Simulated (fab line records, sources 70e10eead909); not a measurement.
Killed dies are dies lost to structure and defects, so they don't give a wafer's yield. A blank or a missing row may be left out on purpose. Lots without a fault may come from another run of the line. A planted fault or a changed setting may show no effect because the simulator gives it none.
Which tool did it? | flow nand_harc | 7 lots, 21 wafers sampled, at 4 steps of a route of 1159

WHAT THE GAUGES READ, wafer by wafer
NHARC_P_CONTACT_CD_MEAS_12: target cd 90 nm.
lot  | measured     | on        | cd_nm (nm)
L552 | day 6 00:20  | cd_sem-02 | 90.4 89.3 90.1
L553 | day 6 03:37  | cd_sem-03 | 89.0 89.6 89.5
L556 | day 6 23:05  | cd_sem-03 | 90.1 90.1 89.7
L557 | day 6 23:44  | cd_sem-02 | 90.8 90.3 89.1
L562 | day 8 02:15  | cd_sem-03 | 90.8 89.6 90.3
L569 | day 10 03:13 | cd_sem-02 | 89.0 88.9 89.0
L573 | day 11 01:02 | cd_sem-03 | 90.8 90.3 90.5

WHICH TOOL RAN EACH LOT (tool, then ch and the chambers of the sampled wafers, then the start)
lot  | NHARC_P_GATE_STRIP_76                | NHARC_P_GATE_DEGAS_109       | NHARC_P_CONTACT_SOFTBAKE_07
L552 | plasma_asher-02 ch 0,1, day 5 18:32  | pvd_sputter-03, day 5 21:38  | litho_track-04 ch 0, day 5 23:00
L553 | plasma_asher-01 ch 0,1, day 5 21:56  | pvd_sputter-03, day 6 01:08  | litho_track-01 ch 0, day 6 03:00
L556 | plasma_asher-01 ch 0,1, day 6 17:11  | pvd_sputter-02, day 6 20:14  | litho_track-01 ch 0, day 6 22:00
L557 | plasma_asher-01 ch 0,1, day 6 17:58  | pvd_sputter-01, day 6 21:11  | litho_track-06 ch 0, day 6 23:00
L562 | plasma_asher-02 ch 0,1, day 7 20:28  | pvd_sputter-02, day 7 23:32  | litho_track-06 ch 0, day 8 01:00
L569 | plasma_asher-02 ch 0,1, day 9 21:28  | pvd_sputter-01, day 10 00:37 | litho_track-06 ch 0, day 10 02:00
L573 | plasma_asher-01 ch 0,1, day 10 18:56 | pvd_sputter-01, day 10 21:54 | litho_track-01 ch 0, day 11 00:00
- NHARC_P_GATE_STRIP_76: strips in O2.
- NHARC_P_GATE_DEGAS_109: time 60 s.
- NHARC_P_CONTACT_SOFTBAKE_07: time 55 s.

THE ANSWER, worked out from the rows above alone
Rule: what is usual is taken from the lots themselves. Put in order of their means at a reading, lots are off if they are a third of the lots or fewer, leave a main group of 4 or more, and stand apart from it by a gap of 3 or more times the standard deviation of the main group's means; of several such gaps the widest counts. A main group whose means are all the same, to the digits that the tables above print for the reading, isn't used. A lot without any number at a reading at which 4 lots or more have one is off too. The other lots that the step has rows for count as sound.
No lot is off at any reading shown: from this, nothing can be told.

WHAT THE SIMULATOR HAD PUT IN
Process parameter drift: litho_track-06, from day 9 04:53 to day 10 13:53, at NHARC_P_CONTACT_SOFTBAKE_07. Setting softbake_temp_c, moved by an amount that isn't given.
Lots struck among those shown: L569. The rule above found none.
